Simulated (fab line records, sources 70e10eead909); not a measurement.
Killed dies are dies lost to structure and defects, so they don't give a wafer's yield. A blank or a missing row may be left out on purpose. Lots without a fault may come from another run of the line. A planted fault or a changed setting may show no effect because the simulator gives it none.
Chamber matching | flow nand_harc | NHARC_P_BONDPAD_DESCUM_11 on rie_diel-11: 4 sister chambers
The step chemistry O2, time 3 s. 36 wafers are shown with their chamber, then 12 later ones without.

WAFERS WITH THEIR CHAMBER
wafer  | chamber | showerhead_plenum_p_Torr (Torr) | rf_vpp_V (V) | oes_product_au (a.u.)
L076.4 | 2       | 1.98                            | 58.2         | 1.007
L076.5 | 2       | 1.98                            | 58.2         | 1.004
L076.6 | 3       | 2.00                            | 57.9         | 0.993
L077.1 | 1       | 1.86                            | 58.5         | 0.990
L077.4 | 0       | 1.99                            | 58.5         | 0.990
L077.6 | 2       | 1.98                            | 58.4         | 1.003
L080.1 | 1       | 1.86                            | 56.9         | 0.994
L080.3 | 0       | 1.98                            | 57.6         | 0.999
L080.5 | 3       | 2.00                            | 59.0         | 0.999
L081.2 | 0       | 1.98                            | 57.1         | 0.999
L081.3 | 2       | 1.98                            | 58.5         | 1.020
L081.6 | 1       | 1.86                            | 57.7         | 1.012
L082.1 | 3       | 2.00                            | 59.4         | 1.009
L082.4 | 0       | 1.99                            | 57.6         | 1.002
L082.6 | 0       | 1.98                            | 57.7         | 1.001
L084.2 | 2       | 1.98                            | 57.7         | 1.008
L084.4 | 3       | 2.00                            | 57.3         | 0.996
L084.6 | 0       | 1.98                            | 57.5         | 0.989
L088.2 | 0       | 1.98                            | 58.6         | 1.006
L088.3 | 1       | 1.86                            | 56.4         | 1.010
L088.6 | 1       | 1.86                            | 57.4         | 1.016
L085.1 | 0       | 1.98                            | 57.1         | 1.007
L085.2 | 3       | 2.00                            | 58.8         | 1.023
L085.3 | 1       | 1.86                            | 57.3         | 1.013
L086.1 | 1       | 1.86                            | 57.2         | 1.008
L086.2 | 0       | 1.98                            | 58.0         | 1.008
L086.5 | 3       | 2.00                            | 58.3         | 1.018
L087.1 | 2       | 1.98                            | 57.8         | 1.004
L087.4 | 1       | 1.86                            | 57.9         | 0.999
L087.6 | 2       | 1.98                            | 56.3         | 0.990
L089.1 | 2       | 1.98                            | 57.2         | 1.008
L089.4 | 1       | 1.86                            | 56.9         | 1.016
L089.6 | 0       | 1.98                            | 58.8         | 0.990
L093.2 | 1       | 1.86                            | 56.7         | 1.013
L093.3 | 3       | 2.00                            | 60.3         | 1.006
L093.4 | 2       | 1.98                            | 58.6         | 1.011

SIGNATURES (means of the wafers above)
reading                  | chamber 0 | chamber 1 | chamber 2 | chamber 3 | scatter within a chamber
showerhead_plenum_p_Torr | 1.9820    | 1.8600    | 1.9800    | 2.0000    | 0.00224
rf_vpp_V                 | 57.850    | 57.290    | 57.878    | 58.714    | 0.73
oes_product_au           | 0.99910   | 1.00710   | 1.00611   | 1.00629   | 0.00888
Rule: a wafer's distance from a chamber is the root of the sum, over the readings, of the square of ((its reading less the chamber's mean) divided by the reading's scatter). The wafer belongs to the nearest chamber; if the next one is less than 2 further off, it can't be placed. The scatter: the root of (the sum of the squares of (reading less its chamber's mean) over the shown wafers, divided by (wafers less chambers)).

WAFERS WITHOUT THEIR CHAMBER
wafer  | showerhead_plenum_p_Torr (Torr) | rf_vpp_V (V) | oes_product_au (a.u.)
L092.3 | 1.98                            | 58.7         | 1.001
L092.4 | 1.98                            | 55.9         | 1.013
L092.6 | 1.98                            | 56.8         | 1.013
L095.1 | 1.86                            | 57.8         | 1.005
L095.3 | 2.00                            | 59.4         | 1.003
L095.6 | 1.98                            | 57.7         | 1.010
L096.1 | 1.85                            | 57.6         | 1.025
L096.2 | 1.98                            | 57.3         | 0.998
L096.6 | 1.85                            | 58.0         | 1.015
L097.3 | 1.85                            | 58.4         | 1.007
L097.4 | 1.98                            | 57.6         | 1.000
L097.6 | 1.85                            | 56.7         | 1.006

WHICH CHAMBER EACH WENT THROUGH
wafer  | from the rows above     | in truth
L092.3 | can't be placed: 2 or 0 | 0
L092.4 | can't be placed: 2 or 0 | 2
L092.6 | can't be placed: 2 or 0 | 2
L095.1 | 1                       | 1
L095.3 | 3                       | 3
L095.6 | can't be placed: 2 or 0 | 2
L096.1 | 1                       | 1
L096.2 | can't be placed: 0 or 2 | 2
L096.6 | 1                       | 1
L097.3 | 1                       | 1
L097.4 | can't be placed: 2 or 0 | 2
L097.6 | 1                       | 1
Placed correctly: 6 of 12. Can't be placed from these rows: 6 (the true chamber is among the candidates in 6). Placed wrongly: 0.
